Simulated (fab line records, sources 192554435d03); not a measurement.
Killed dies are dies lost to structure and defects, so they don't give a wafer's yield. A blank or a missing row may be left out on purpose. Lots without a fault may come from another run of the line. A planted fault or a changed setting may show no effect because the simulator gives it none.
Which tool did it? | flow n5_finfet | 12 lots, 36 wafers sampled, at 2 steps of a route of 1938

WHAT THE GAUGES READ, wafer by wafer
N5_BEOL_M0_SAQP_INSPECT_16: inspects for defects (brightfield).
lot  | measured     | on                | raw_defect_count
L075 | day 5 18:04  | defect_inspect-02 | 443 625 529
L077 | day 6 05:27  | defect_inspect-01 | 489 401 341
L079 | day 6 17:28  | defect_inspect-01 | 563 383 503
L081 | day 7 11:20  | defect_inspect-02 | 476 623 438
L083 | day 7 19:28  | defect_inspect-02 | 702 877 739
L085 | day 8 08:14  | defect_inspect-01 | 389 504 409
L087 | day 8 19:03  | defect_inspect-02 | 635 813 449
L089 | day 9 08:29  | defect_inspect-02 | 402 408 397
L091 | day 9 18:40  | defect_inspect-01 | 542 396 338
L093 | day 10 04:23 | defect_inspect-02 | 518 513 496
L095 | day 10 15:28 | defect_inspect-01 | 549 450 519
L097 | day 11 06:19 | defect_inspect-01 | 369 441 353

WHICH TOOL RAN EACH LOT (tool, then ch and the chambers of the sampled wafers, then the start)
lot  | N5_BEOL_M0_SAQP_PECVD_04
L075 | pecvd-01 ch 0,2, day 5 17:25
L077 | pecvd-03 ch 1,2, day 6 04:49
L079 | pecvd-03 ch 0,2, day 6 16:49
L081 | pecvd-01 ch 0,1,2, day 7 10:42
L083 | pecvd-03 ch 0,1,2, day 7 18:58
L085 | pecvd-01 ch 0,1, day 8 07:36
L087 | pecvd-04 ch 0,1,2, day 8 18:32
L089 | pecvd-03 ch 0,2, day 9 07:51
L091 | pecvd-04 ch 0,1,2, day 9 18:09
L093 | pecvd-03 ch 0,1, day 10 03:44
L095 | pecvd-04 ch 0,1, day 10 14:50
L097 | pecvd-01 ch 0,1, day 11 05:47
- N5_BEOL_M0_SAQP_PECVD_04: deposits a-Si from SiH4/He, target thk 60 nm, time 60.2 s.

THE ANSWER, worked out from the rows above alone
Rule: what is usual is taken from the lots themselves. Put in order of their means at a reading, lots are off if they are a third of the lots or fewer, leave a main group of 4 or more, and stand apart from it by a gap of 3 or more times the standard deviation of the main group's means; of several such gaps the widest counts. A main group whose means are all the same, to the digits that the tables above print for the reading, isn't used. A lot without any number at a reading at which 4 lots or more have one is off too. The other lots that the step has rows for count as sound.
No lot is off at any reading shown: from this, nothing can be told.

WHAT THE SIMULATOR HAD PUT IN
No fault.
